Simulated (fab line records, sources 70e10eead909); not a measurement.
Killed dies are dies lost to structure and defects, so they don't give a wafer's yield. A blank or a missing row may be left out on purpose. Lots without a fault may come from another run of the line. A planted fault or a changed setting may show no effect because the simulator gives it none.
fab line records | flow nand_harc
record lots=11 wafers=33 last_day=32
route steps=1302 shown P_M2@341 THIN_TSV@1268 END@1301
lots that met no fault: from a run of the same line without faults
start_h: hours from the record's first day to the start of the lot's first wafer shown | wait_h: hours since the lot's step before | " the same as in the row above | L1.1+2: a row that stands for several wafers | - no value, or no start given | * or withheld: withheld | < > ~ a bound
route shown NAME@n: a module of which the file shows steps, and the number in the route of the first | usual: mean/standard deviation of fault-free wafers | same: alike in all rows | chamber/n: place in a boat | sites: the reading at each site | _std_site: their standard deviation | _edge_site: outer sites' mean less inner sites' | radius_mm: how far each site lies from the wafer's centre | mask NAME#n: copy n | behind: the tool/chamber that last shaped the wafer | hold: why the lot was held/for how many hours/how that ended | device: the transistor (n, p or np) that didn't switch | end of line: the same wafers' tests at the end of the route | a step without rows: its recipe alone | killed: dies lost to structure and defects at the first sort, not the wafer's yield | map: a wafer's dies, x killed, . not, _ none there
set.NAME: the setting as run; set.NAME@STEP: as run at that earlier step | model.NAME: the simulator's own value behind a step, which no gauge read
steps of the route over a sample of lots; a table a step, a row a wafer
services: from which hour (start_h, from the record's first day; less than 0 if before it) a tool's chamber was out of use, for how many hours, and why
## steps
# step NHARC_P_M2_PVD_21
# recipe target_thk_a=300 chamber_pressure_pa=5 power_w=5000 substrate_temp_c=30 time_s=20.49 material=Cu
# usual substrate_temp_c=30.00/0.12 throttle_valve_pct=29.6/0.77
# columns lot.wafer tool chamber start_h wait_h substrate_temp_c throttle_valve_pct
L273.2 pvd_sputter-02 - 135.76 - 30.23 30.8
L273.1 " - " " 30.04 29.3
L273.5 " - " " 30.27 31.0
L274.3 pvd_sputter-01 - 141.89 - 30.06 29.4
L274.6 " - " " 30.01 31.4
L274.5 " - " " 30.08 29.3
L275.2 pvd_sputter-01 - 151.82 - 30.02 29.3
L275.1 " - " " 29.99 30.4
L275.3 " - " " 29.68 28.4
L278.4 pvd_sputter-01 - 175.51 - 29.97 28.9
L278.3 " - " " 29.96 30.1
L278.5 " - " " 29.84 29.0
L277.2 pvd_sputter-01 - 176.32 - 29.87 30.3
L277.4 " - " " 30.06 28.6
L277.5 " - " " 29.98 29.3
L279.3 pvd_sputter-01 - 199.43 - 30.08 29.1
L279.6 " - " " 29.97 31.3
L279.5 " - " " 30.06 29.1
L286.3 pvd_sputter-01 - 281.51 - 29.93 30.6
L286.2 " - " " 30.19 29.7
L286.1 " - " " 30.11 28.5
L289.3 pvd_sputter-03 - 299.57 - 30.21 29.7
L289.2 " - " " 30.02 29.4
L289.1 " - " " 29.80 28.7
L290.1 pvd_sputter-03 - 303.26 - 30.08 28.6
L290.5 " - " " 30.13 29.6
L290.6 " - " " 30.13 29.1
L291.2 pvd_sputter-02 - 310.04 - 29.85 28.2
L291.1 " - " " 29.92 30.7
L291.5 " - " " 29.93 29.3
L293.3 pvd_sputter-03 - 336.35 - 30.24 29.2
L293.4 " - " " 30.19 29.6
L293.1 " - " " 29.86 28.9
# step NHARC_THIN_TSV_ETCHBACK_48
# recipe target_depth_a=10285 over_etch_frac=0.3 time_s=405.17 ion_energy_ev=250 c4f8_flow_sccm=withheld ar_flow_sccm=withheld rf_w=600 bias_w=300 chemistry=C4F8/Ar
# usual oes_product_au=0.96/0.037 rf_vpp_V=549/3.8
# columns lot.wafer tool chamber start_h wait_h oes_product_au rf_hours_counter_h rf_vpp_V
L275.2 rie_diel-03 0 557.78 - 0.93 4.1 547
L275.1 " 1 " " 0.92 4.5 551
L275.3 " 2 " " 0.93 4.5 542
L274.3 rie_diel-04 0 559.07 - 1.00 1.3 549
L274.6 " 1 " " 0.98 - 552
L274.5 " 2 " " 1.00 - 548
L273.1 rie_diel-03 0 560.04 - 0.92 4.6 547
L273.2 " 2 " " 0.92 5.1 542
L273.5 " 0 " " 0.91 - 546
L277.4 rie_diel-01 2 589.00 - 1.00 1.7 551
L277.2 " 0 " " 1.01 1.6 551
L277.5 " 2 " " 0.99 - 552
L278.3 rie_diel-04 3 612.01 - 0.99 4.8 552
L278.4 " 0 " " 1.00 5.2 549
L278.5 " 1 " " 1.00 - 552
L279.3 rie_diel-04 1 617.67 - 0.92 6.1 553
L279.5 " 0 " " 0.92 - 547
L279.6 " 1 " " 0.92 - 553
L289.2 rie_diel-01 3 694.82 0.4 0.92 7.9 542
L289.1 " 1 " " 0.92 7.5 552
L289.3 " 2 " " 0.92 7.9 551
L290.1 rie_diel-04 3 696.13 0.4 0.90 9.5 553
L290.5 " 3 " " 0.91 - 552
L290.6 " 0 " " 0.92 - 547
L286.1 rie_diel-03 1 699.73 - 0.97 3.3 553
L286.2 " 0 " " 0.96 2.2 547
L291.2 rie_diel-03 3 721.53 - 1.00 4.7 549
L291.1 " 0 " " 1.00 2.9 545
L291.5 " 0 " " 1.00 - 546
L293.4 rie_diel-01 3 750.34 - 0.99 0.5 543
L293.1 " 0 " " 1.00 0.7 551
L293.3 " 2 " " 1.01 0.4 552
# step NHARC_THIN_TSV_CD_MEAS_33
# recipe target_cd_nm=5000 landing_energy_ev=500
# usual cd_nm=4998.8/2
# columns lot.wafer tool chamber start_h wait_h cd_nm
L275.1 cd_sem-02 0 561.28 - 5001.5
L275.2 " 0 " " 5000.2
L275.3 " 0 " " 4999.9
L274.3 cd_sem-03 0 562.62 - 4998.3
L274.5 " 0 " " 4997.9
L274.6 " 0 " " 4997.3
L273.1 cd_sem-03 0 563.72 - 4997.4
L273.2 " 0 " " 4999.2
L273.5 " 0 " " 5001.1
L277.2 cd_sem-02 0 592.67 - 4999.4
L277.4 " 0 " " 4997.7
L277.5 " 0 " " 5000.0
L278.3 cd_sem-03 0 615.48 - 4998.8
L278.4 " 0 " " 4999.9
L278.5 " 0 " " 4996.0
L279.3 cd_sem-01 0 621.31 - 4997.1
L279.5 " 0 " " 4999.2
L279.6 " 0 " " 4998.8
L289.1 cd_sem-02 0 698.50 - 4997.6
L289.2 " 0 " " 4994.7
L289.3 " 0 " " 4998.8
L290.1 cd_sem-02 0 699.67 - 4997.2
L290.5 " 0 " " 4998.4
L290.6 " 0 " " 4997.6
L286.1 cd_sem-02 0 703.52 - 4996.0
L286.2 " 0 " " 4995.6
L291.1 cd_sem-01 0 725.16 - 5000.2
L291.2 " 0 " " 4995.4
L291.5 " 0 " " 4996.9
L293.1 cd_sem-01 0 753.99 - 4998.0
L293.3 " 0 " " 4999.4
L293.4 " 0 " " 5001.3
# step NHARC_END_WLT_00
# usual VT_DECK1_BOTTOM=0.876/0.0089 VT_DECK1_BOTTOM_INNER=0.877/0.0083 VT_DECK1_MEDIAN_NEAR_BOTTOM=0.877/0.0093 VT_DECK1_MEDIAN_NEAR_BOTTOM_INNER=0.877/0.0087 VT_DECK1_MIDDLE=0.890/0.0081 VT_DECK1_MIDDLE_INNER=0.890/0.0085 VT_DECK1_TOP=0.902/0.0084 VT_DECK1_TOP_INNER=0.902/0.0081 VT_DECK2_BOTTOM=0.874/0.0081 VT_DECK2_BOTTOM_INNER=0.874/0.0092 VT_DECK2_MEDIAN_NEAR_BOTTOM=0.875/0.0093 VT_DECK2_MEDIAN_NEAR_BOTTOM_INNER=0.875/0.0091 VT_DECK2_MIDDLE=0.887/0.0087 VT_DECK2_MIDDLE_INNER=0.888/0.0089 VT_DECK2_TOP=0.898/0.0095 VT_DECK2_TOP_INNER=0.899/0.0092
# columns lot.wafer tool chamber start_h wait_h VT_DECK1_BOTTOM VT_DECK1_BOTTOM_INNER VT_DECK1_MEDIAN_NEAR_BOTTOM VT_DECK1_MEDIAN_NEAR_BOTTOM_INNER VT_DECK1_MIDDLE VT_DECK1_MIDDLE_INNER VT_DECK1_TOP VT_DECK1_TOP_INNER VT_DECK2_BOTTOM VT_DECK2_BOTTOM_INNER VT_DECK2_MEDIAN_NEAR_BOTTOM VT_DECK2_MEDIAN_NEAR_BOTTOM_INNER VT_DECK2_MIDDLE VT_DECK2_MIDDLE_INNER VT_DECK2_TOP VT_DECK2_TOP_INNER
L275.1 prober-02 - 569.42 0.1 0.885 0.888 0.882 0.889 0.901 0.897 0.910 0.915 0.871 0.857 0.873 0.875 0.888 0.879 0.893 0.894
L275.2 " - " " 0.892 0.891 0.896 0.888 0.906 0.898 0.914 0.915 0.863 0.877 0.863 0.877 0.878 0.882 0.891 0.884
L275.3 " - " " 0.893 0.889 0.885 0.894 0.895 0.891 0.915 0.910 0.866 0.867 0.873 0.864 0.887 0.882 0.891 0.892
L274.3 prober-01 - 570.40 1.0 0.891 0.892 0.900 0.892 0.901 0.906 0.909 0.912 0.878 0.887 0.871 0.880 0.898 0.903 0.906 0.905
L274.5 " - " " 0.888 0.885 0.884 0.881 0.896 0.902 0.916 0.923 0.887 0.880 0.888 0.881 0.896 0.896 0.909 0.907
L274.6 " - " " 0.889 0.893 0.892 0.893 0.903 0.904 0.920 0.918 0.883 0.888 0.897 0.890 0.896 0.905 0.902 0.899
L273.1 prober-01 - 577.19 7.8 0.881 0.875 0.879 0.870 0.891 0.904 0.902 0.900 0.881 0.886 0.887 0.880 0.890 0.901 0.903 0.913
L273.2 " - " " 0.877 0.879 0.881 0.876 0.884 0.889 0.910 0.901 0.878 0.883 0.881 0.877 0.904 0.887 0.912 0.906
L273.5 " - 579.17 9.8 0.875 0.878 0.885 0.880 0.896 0.888 0.907 0.902 0.885 0.887 0.887 0.886 0.898 0.898 0.915 0.912
L277.2 prober-01 - 599.15 0.5 0.876 0.876 0.881 0.880 0.891 0.883 0.900 0.906 0.851 0.858 0.846 0.851 0.867 0.868 0.882 0.881
L277.4 " - 600.15 1.5 0.884 0.888 0.877 0.881 0.889 0.895 0.899 0.904 0.857 0.866 0.855 0.850 0.877 0.875 0.881 0.877
L277.5 " - " " 0.875 0.885 0.878 0.872 0.891 0.893 0.904 0.897 0.867 0.864 0.861 0.872 0.874 0.870 0.878 0.881
L278.3 prober-02 - 622.48 1.1 0.879 0.882 0.877 0.887 0.894 0.895 0.902 0.910 0.860 0.858 0.867 0.860 0.877 0.881 0.884 0.891
L278.4 " - " " 0.889 0.874 0.871 0.881 0.884 0.888 0.895 0.897 0.868 0.869 0.878 0.871 0.879 0.878 0.883 0.883
L278.5 " - " " 0.885 0.883 0.889 0.889 0.893 0.890 0.905 0.907 0.871 0.874 0.880 0.875 0.879 0.879 0.883 0.892
L279.3 prober-01 - 630.22 2.8 0.875 0.881 0.878 0.874 0.894 0.890 0.910 0.903 0.866 0.863 0.859 0.864 0.877 0.876 0.888 0.893
L279.5 " - 631.22 3.8 0.886 0.880 0.889 0.882 0.902 0.902 0.908 0.897 0.863 0.872 0.866 0.871 0.875 0.886 0.894 0.890
L279.6 " - " " 0.878 0.883 0.881 0.879 0.895 0.896 0.901 0.906 0.854 0.861 0.856 0.866 0.874 0.871 0.892 0.887
L289.1 prober-02 - 704.66 0.1 0.863 0.879 0.878 0.874 0.885 0.886 0.898 0.898 0.879 0.893 0.882 0.880 0.899 0.901 0.907 0.903
L289.2 " - " " 0.873 0.874 0.877 0.878 0.896 0.883 0.895 0.887 0.877 0.879 0.876 0.882 0.897 0.889 0.909 0.907
L289.3 " - " " 0.868 0.872 0.870 0.867 0.891 0.881 0.896 0.897 0.881 0.881 0.883 0.881 0.886 0.891 0.911 0.904
L290.1 prober-01 - 708.27 3.7 0.865 0.871 0.874 0.864 0.877 0.883 0.901 0.902 0.883 0.885 0.878 0.881 0.897 0.891 0.907 0.907
L290.5 " - 710.24 5.6 0.859 0.860 0.864 0.871 0.890 0.878 0.904 0.902 0.889 0.883 0.891 0.887 0.892 0.900 0.908 0.903
L290.6 " - " " 0.867 0.866 0.870 0.876 0.885 0.875 0.895 0.900 0.880 0.881 0.889 0.879 0.895 0.894 0.902 0.901
L286.1 prober-02 - 712.51 3.0 0.870 0.872 0.861 0.871 0.880 0.888 0.897 0.887 0.877 0.873 0.875 0.877 0.889 0.899 0.905 0.899
L286.2 " - " " 0.861 0.862 0.864 0.866 0.874 0.889 0.889 0.884 0.867 0.866 0.873 0.864 0.897 0.889 0.907 0.895
L291.1 prober-02 - 733.12 0.1 0.878 0.878 0.879 0.883 0.890 0.905 0.903 0.903 0.873 0.881 0.886 0.881 0.903 0.903 0.910 0.904
L291.2 " - " " 0.884 0.886 0.888 0.877 0.890 0.895 0.893 0.915 0.883 0.883 0.884 0.890 0.902 0.899 0.899 0.905
L291.5 " - 735.13 2.1 0.875 0.882 0.885 0.881 0.900 0.888 0.904 0.900 0.881 0.884 0.893 0.883 0.884 0.909 0.902 0.912
L293.1 prober-02 - 762.00 0.6 0.891 0.894 0.884 0.890 0.900 0.897 0.913 0.919 0.869 0.875 0.872 0.869 0.890 0.886 0.893 0.895
L293.3 " - " " 0.896 0.886 0.894 0.890 0.898 0.901 0.924 0.912 0.863 0.857 0.869 0.859 0.882 0.886 0.896 0.893
L293.4 " - " " 0.883 0.884 0.900 0.893 0.895 0.909 0.912 0.906 0.860 0.876 0.868 0.869 0.879 0.893 0.898 0.893
# step NHARC_END_SORT_01
# recipe temp_c=25
# usual defect_limited_yield=91.2/2.6 killed_at_array=55/17 killed_at_other=1.1/1.6 killed_at_periphery=3.8/2.5 killed_dies=60/18 killed_open=3.3/1.9 killed_short=2.5/1.7
# same gross_dies=677
# columns lot.wafer tool chamber start_h wait_h defect_limited_yield[%] killed_at_array killed_at_other killed_at_periphery killed_dies killed_open killed_short
L274.3 prober-01 0 573.99 3.1 88.6 67 0 10 77 7 1
L274.5 prober-01 0 575.59 3.7 87.7 74 1 8 83 5 3
L274.6 prober-01 0 576.39 4.0 90.1 61 0 6 67 4 3
L273.1 prober-01 0 580.15 2.5 87.3 80 0 6 86 3 2
L273.2 prober-01 0 580.95 2.8 90.5 53 0 11 64 1 2
L273.5 prober-01 0 583.35 3.7 92.2 49 0 4 53 5 1
L277.2 prober-01 0 602.43 2.8 87.1 79 4 4 87 2 4
L277.4 prober-01 0 604.00 3.4 91.3 54 2 3 59 3 1
L277.5 prober-01 0 604.79 3.6 90.1 63 3 1 67 5 1
L279.3 prober-01 0 633.81 3.1 91.0 60 0 1 61 6 1
L279.5 prober-01 0 635.39 3.7 91.3 56 0 3 59 5 2
L279.6 prober-01 0 636.19 4.0 90.1 65 0 2 67 3 1
L290.1 prober-01 0 711.23 2.5 90.1 63 0 4 67 2 5
L290.5 prober-01 0 714.47 3.7 87.0 86 0 2 88 3 1
L290.6 prober-01 0 715.28 4.0 87.7 78 0 5 83 5 3
L286.1 prober-02 0 715.54 2.5 89.4 68 1 3 72 1 3
L286.2 prober-02 0 716.34 2.8 89.5 65 0 6 71 1 5
L286.3 prober-02 0 717.14 3.1 0 58 0 619 677 0 2
L293.1 prober-02 0 764.96 2.5 95.4 26 1 4 31 7 1
L293.3 prober-02 0 766.55 3.1 93.8 39 2 1 42 4 2
L293.4 prober-02 0 767.35 3.4 96.0 22 0 5 27 1 3
# killed by level:class
L274.3 A_CHANNEL_HOLE_D1:chamber_film_flake=34 A_SLIT:chamber_film_flake=11 A_CHANNEL_HOLE_D2:chamber_film_flake=7 P_GATE:chamber_film_flake=3 P_CONTACT:chamber_film_flake=3 A_STAIRCASE:chamber_film_flake=3 A_WL_FILL:chamber_film_flake=3 A_ONON_D2:geometric_particle:open=2
L274.5 A_CHANNEL_HOLE_D1:chamber_film_flake=34 A_SLIT:chamber_film_flake=15 A_CHANNEL_HOLE_D2:chamber_film_flake=7 A_STAIRCASE:chamber_film_flake=6 A_CONTACT:chamber_film_flake=5 P_CONTACT:chamber_film_flake=4 P_CONTACT:geometric_particle:short=1 P_M0:geometric_particle:open=1
L274.6 A_SLIT:chamber_film_flake=23 A_CHANNEL_HOLE_D1:chamber_film_flake=19 A_CONTACT:chamber_film_flake=5 A_CHANNEL_HOLE_D2:chamber_film_flake=4 P_CONTACT:chamber_film_flake=3 A_ONON_D1:geometric_particle:short=2 A_STAIRCASE:chamber_film_flake=2 P_M0:geometric_particle:short=1
L273.1 A_CHANNEL_HOLE_D2:chamber_film_flake=35 A_SLIT:chamber_film_flake=26 A_STAIRCASE:chamber_film_flake=4 P_GATE:chamber_film_flake=3 A_CHANNEL_HOLE_D1:chamber_film_flake=3 A_CONTACT:chamber_film_flake=3 P_BONDPAD:chamber_film_flake=2 A_CONTACT:unspecified=2
L273.2 A_SLIT:chamber_film_flake=21 A_CHANNEL_HOLE_D2:chamber_film_flake=20 P_BONDPAD:chamber_film_flake=4 P_STI:chamber_film_flake=3 P_GATE:chamber_film_flake=3 A_CHANNEL_FILL_D1:chamber_film_flake=3 A_STAIRCASE:chamber_film_flake=3 A_CONTACT:chamber_film_flake=3
L273.5 A_CHANNEL_HOLE_D2:chamber_film_flake=22 A_SLIT:chamber_film_flake=11 A_CHANNEL_FILL_D1:chamber_film_flake=4 A_M0:geometric_particle:open=3 P_STI:chamber_film_flake=2 A_STAIRCASE:chamber_film_flake=2 A_CONTACT:chamber_film_flake=2 P_M0:geometric_particle:open=1
L277.2 A_CHANNEL_HOLE_D2:chamber_film_flake=37 A_SLIT:chamber_film_flake=30 A_CONTACT:chamber_film_flake=6 A_CHANNEL_HOLE_D1:chamber_film_flake=3 THIN_TSV:chamber_film_flake=3 P_M0:geometric_particle:short=2 A_WL_FILL:chamber_film_flake=2 P_CONTACT:geometric_particle:short=1
L277.4 A_CHANNEL_HOLE_D2:chamber_film_flake=32 A_SLIT:chamber_film_flake=11 A_CONTACT:chamber_film_flake=7 A_CHANNEL_HOLE_D1:chamber_film_flake=2 THIN_TSV:chamber_film_flake=2 P_M0:geometric_particle:open=1 P_M1:geometric_particle:open=1 P_M2:geometric_particle:open=1
L277.5 A_CHANNEL_HOLE_D2:chamber_film_flake=28 A_SLIT:chamber_film_flake=17 A_CONTACT:chamber_film_flake=7 THIN_TSV:chamber_film_flake=3 A_SGD_CUT:chamber_film_flake=2 A_SOURCE_PLATE:geometric_particle:open=1 A_SOURCE_PLATE:geometric_particle:short=1 A_CHANNEL_HOLE_D2:geometric_particle:open=1
L279.3 A_CHANNEL_HOLE_D2:chamber_film_flake=29 A_SLIT:chamber_film_flake=12 A_M1:chamber_film_flake=4 A_ZERO_WELL:chamber_film_flake=3 A_STAIRCASE:chamber_film_flake=3 P_M1:geometric_particle:open=1 A_SOURCE_PLATE:geometric_particle:open=1 A_ONON_D1:geometric_particle:open=1
L279.5 A_CHANNEL_HOLE_D2:chamber_film_flake=28 A_SLIT:chamber_film_flake=15 A_CHANNEL_HOLE_D1:chamber_film_flake=5 P_CONTACT:geometric_particle:open=1 A_ONON_D1:geometric_particle:short=1 A_ONON_D1:geometric_particle:open=1 A_CHANNEL_HOLE_D1:geometric_particle:open=1 A_CHANNEL_FILL_D2:geometric_particle:open=1
L279.6 A_CHANNEL_HOLE_D2:chamber_film_flake=29 A_SLIT:chamber_film_flake=28 A_CHANNEL_HOLE_D1:chamber_film_flake=2 A_DECK1_JOINT:chamber_film_flake=2 P_CONTACT:geometric_particle:open=1 A_ONON_D1:geometric_particle:short=1 A_CHANNEL_FILL_D1:geometric_particle:open=1 A_ONON_D2:geometric_particle:open=1
L290.1 A_CHANNEL_HOLE_D1:chamber_film_flake=26 A_SLIT:chamber_film_flake=15 A_CHANNEL_HOLE_D2:chamber_film_flake=6 A_STAIRCASE:chamber_film_flake=3 A_M1:chamber_film_flake=3 A_WL_FILL:geometric_particle:short=2 A_DECK1_JOINT:chamber_film_flake=2 A_CONTACT:chamber_film_flake=2
L290.5 A_CHANNEL_HOLE_D1:chamber_film_flake=35 A_SLIT:chamber_film_flake=27 A_CHANNEL_HOLE_D2:chamber_film_flake=14 A_ZERO_WELL:chamber_film_flake=2 A_ONON_D1:geometric_particle:open=1 A_CHANNEL_HOLE_D1:geometric_particle:short=1 A_CHANNEL_FILL_D2:geometric_particle:open=1 A_M0:geometric_particle:open=1
L290.6 A_CHANNEL_HOLE_D1:chamber_film_flake=34 A_SLIT:chamber_film_flake=18 A_CHANNEL_HOLE_D2:chamber_film_flake=7 A_STAIRCASE:chamber_film_flake=4 A_CONTACT:chamber_film_flake=4 A_CHANNEL_FILL_D2:geometric_particle:open=2 P_GATE:chamber_film_flake=2 P_M2:chamber_film_flake=2
L286.1 A_CHANNEL_HOLE_D1:chamber_film_flake=31 A_CHANNEL_HOLE_D2:chamber_film_flake=19 A_CONTACT:chamber_film_flake=6 A_STAIRCASE:chamber_film_flake=4 P_STI:chamber_film_flake=3 A_SLIT:chamber_film_flake=3 A_CHANNEL_FILL_D1:geometric_particle:open=1 A_CHANNEL_FILL_D1:geometric_particle:short=1
L286.2 A_CHANNEL_HOLE_D1:chamber_film_flake=32 A_CHANNEL_HOLE_D2:chamber_film_flake=12 A_CONTACT:chamber_film_flake=8 A_SLIT:chamber_film_flake=5 P_STI:chamber_film_flake=3 A_DECK1_JOINT:chamber_film_flake=3 P_M0:geometric_particle:open=1 A_DECK1_JOINT:geometric_particle:short=1
L286.3 P_M2:area_pvd=615 A_CHANNEL_HOLE_D1:chamber_film_flake=25 A_CHANNEL_HOLE_D2:chamber_film_flake=23 A_STAIRCASE:chamber_film_flake=4 P_M2:chamber_film_flake=2 A_CONTACT:chamber_film_flake=2 P_M0:geometric_particle:short=1 A_CHANNEL_FILL_D1:geometric_particle:short=1
L293.1 A_CHANNEL_HOLE_D1:chamber_film_flake=6 A_SLIT:chamber_film_flake=5 A_CONTACT:chamber_film_flake=4 P_CONTACT:chamber_film_flake=3 A_M0:chamber_film_flake=3 A_CHANNEL_HOLE_D2:geometric_particle:open=2 A_M0:geometric_particle:open=2 A_DECK1_JOINT:geometric_particle:open=1
L293.3 A_CHANNEL_HOLE_D1:chamber_film_flake=19 A_SLIT:chamber_film_flake=9 A_CONTACT:chamber_film_flake=3 THIN_TSV:chamber_film_flake=2 A_ONON_D1:geometric_particle:open=1 A_CHANNEL_FILL_D1:geometric_particle:open=1 A_ONON_D2:geometric_particle:open=1 A_CHANNEL_FILL_D2:geometric_particle:short=1
L293.4 A_CHANNEL_HOLE_D1:chamber_film_flake=10 P_CONTACT:chamber_film_flake=5 A_CONTACT:chamber_film_flake=3 A_CHANNEL_HOLE_D2:geometric_particle:short=2 A_SLIT:chamber_film_flake=2 A_SOURCE_PLATE:geometric_particle:open=1 A_SGD_CUT:geometric_particle:short=1 A_CHANNEL_HOLE_D2:chamber_film_flake=1
## services
# columns tool chamber start_h hours kind
rie_diel-04 - 115.13 0.1 repair
rie_diel-03 1 118.85 6.8 repair
pvd_sputter-01 - 123.86 1.5 repair
rie_diel-04 - 177.90 9.0 pm
rie_diel-03 1 193.36 5.2 repair
pvd_sputter-01 - 209.98 1.1 repair
pvd_sputter-01 - 223.46 0.5 repair
pvd_sputter-01 - 226.00 10.0 pm
rie_diel-03 0 236.72 1.6 repair
rie_diel-03 - 281.30 9.0 pm
rie_diel-04 - 317.41 0.2 repair
rie_diel-04 - 354.90 9.0 pm
pvd_sputter-01 - 404.00 10.0 pm
rie_diel-04 1 427.59 1.7 repair
pvd_sputter-01 - 514.06 2.0 repair
rie_diel-04 - 531.99 9.0 pm
rie_diel-04 1 561.06 3.0 repair
pvd_sputter-01 - 582.00 10.0 pm
rie_diel-04 - 583.21 1.2 repair
rie_diel-04 2 663.02 22.0 repair
rie_diel-04 0 683.46 8.5 repair
rie_diel-04 - 708.99 9.0 pm
pvd_sputter-01 - 713.55 1.3 repair
rie_diel-04 3 736.89 9.0 repair
## key
first_sign step=NHARC_END_SORT_01 reading=killed_at_periphery direction=up sigmas=99+ usual=3.8 struck=619
effect step=NHARC_END_SORT_01 reading=defect_limited_yield direction=down sigmas=35 usual=91.2 struck=0
more_kills_born_at NHARC_P_M2_PVD_21@pvd_sputter-01=615
met_at NHARC_P_M2_PVD_21
struck_lots L286
struck_wafers L286.3
later_rows_left_out L286.3
not_acting_at NHARC_THIN_TSV_ETCHBACK_48,NHARC_THIN_TSV_CD_MEAS_33,NHARC_END_WLT_00
onset_between 199.43 281.51
fault kind=process_parameter_drift tool=pvd_sputter-01 chamber=- onset_h=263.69 steps=NHARC_P_M2_PVD_21 channel=target_thk_a offset=* shape=step end_h=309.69 acts_in=* stated=* scope=struck_wafers_only
# later_rows_left_out: the simulator's readings of these wafers behind a module that went badly wrong aren't trusted and aren't shown, but for the sort
